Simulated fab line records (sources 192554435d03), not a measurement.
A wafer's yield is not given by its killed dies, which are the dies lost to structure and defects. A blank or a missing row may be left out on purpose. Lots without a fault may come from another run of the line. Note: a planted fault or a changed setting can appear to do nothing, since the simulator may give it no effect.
A single fault, viewed from 3 desks ; flow n5 finfet ; what lay behind the numbers comes last; until then each desk has only its own

THE DEFECT DESK
For each lot, the counts of the inspections along the route, averaged over the sampled wafers that have a number. Marked OUT: a lot whose mean sits more than 4 standard deviations from the usual mean, which makes it out of limits; the brackets give that distance.
Columns: A = raw defect count at N5_BEOL_M5_INSPECT_58, usual 76; B = raw defect count at N5_BEOL_M6_INSPECT_13, usual 433
lot;first seen here;A;B
L230;day 9 23:43;72;298
L231;day 10 07:45;44;315
L234;day 10 18:46;72;423
L235;day 11 01:26;69;356
L243;day 13 05:54;88;572
L245;day 14 02:44;97;406
This desk's verdict: no lot among the 6 shows anything out of limits.

FROM THE METROLOGY DESK
Lot by lot, what the gauges showed, no matter which tool ran the lot: averages of those sampled wafers that carry a number. Marked OUT: a lot whose mean sits more than 4 standard deviations from the usual mean, which makes it out of limits; the brackets give that distance.
Columns: A = M5_RS at N5_BEOL_M5_RS_MEAS_57, usual 0.391 ohm/sq; B = M6_ILD_THK at N5_BEOL_M6_THK_MEAS_01, usual 154.5 nm; C = cd nm at N5_BEOL_M6_CD_MEAS_11, usual 38.3 nm; D = M6_OVL at N5_BEOL_M6_OVL_MEAS_12, usual 0.1 nm
lot;first seen here;A;B;C;D
L230;day 9 23:41;0.390;155.2;38.3;0.4
L231;day 10 07:44;0.390;152.5;38.2;0.4
L234;day 10 18:44;0.389;154.2;38.1;-0.5
L235;day 11 01:24;0.391;154.1;38.1;0.9
L243;day 13 05:53;0.389;154.7;37.7;0.1
L245;day 14 02:43;0.396;155.5;38.1;-0.7
This desk's verdict: no lot among the 6 shows anything out of limits.

FOR THE TOOL OWNER'S DESK: litho track-04
The tool's own readings at N5_BEOL_M6_COAT_05 (resist thk 90 nm): means of the sampled wafers that have a number, for each lot that ran on this tool. Marked OUT: a lot whose mean sits more than 4 standard deviations from the usual mean, which makes it out of limits; the brackets give that distance.
Columns: A = exhaust pa at N5_BEOL_M6_COAT_05, usual 44.9 Pa; B = spin speed rpm at N5_BEOL_M6_COAT_05, usual 1499.9 rpm
lot;first seen here;A;B
L231;day 10 10:34;44.7;1499.7
L234;day 10 20:41;44.1;1571.9 (+72) OUT
L235;day 11 03:04;44.6;1570.3 (+70) OUT
This desk's finding: out of limits on L234, L235; first on L234, day 10 20:41 (spin speed rpm at N5_BEOL_M6_COAT_05). L231: within limits.

ALL TOGETHER
The tool owner's desk had the chance to raise an alarm at day 10 20:41 on L234, L235.
Nothing out of limits was seen by the defect desk.
Metrology desk: nothing out of limits seen.
The defect desk has L234, L235 on record, within its limits.
The metrology desk has L234, L235 on record, within its limits.
The lots listed all ran N5_BEOL_M6_COAT_05 on litho track-04.

WHAT THE SIMULATOR PUT IN
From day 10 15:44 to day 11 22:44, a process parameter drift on litho track-04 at N5_BEOL_M6_COAT_05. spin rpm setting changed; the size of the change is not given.
Shown lots that were struck: L234, L235.
Hours from the fault's start to each desk's first reading out of limits: the tool owner's desk, 5.
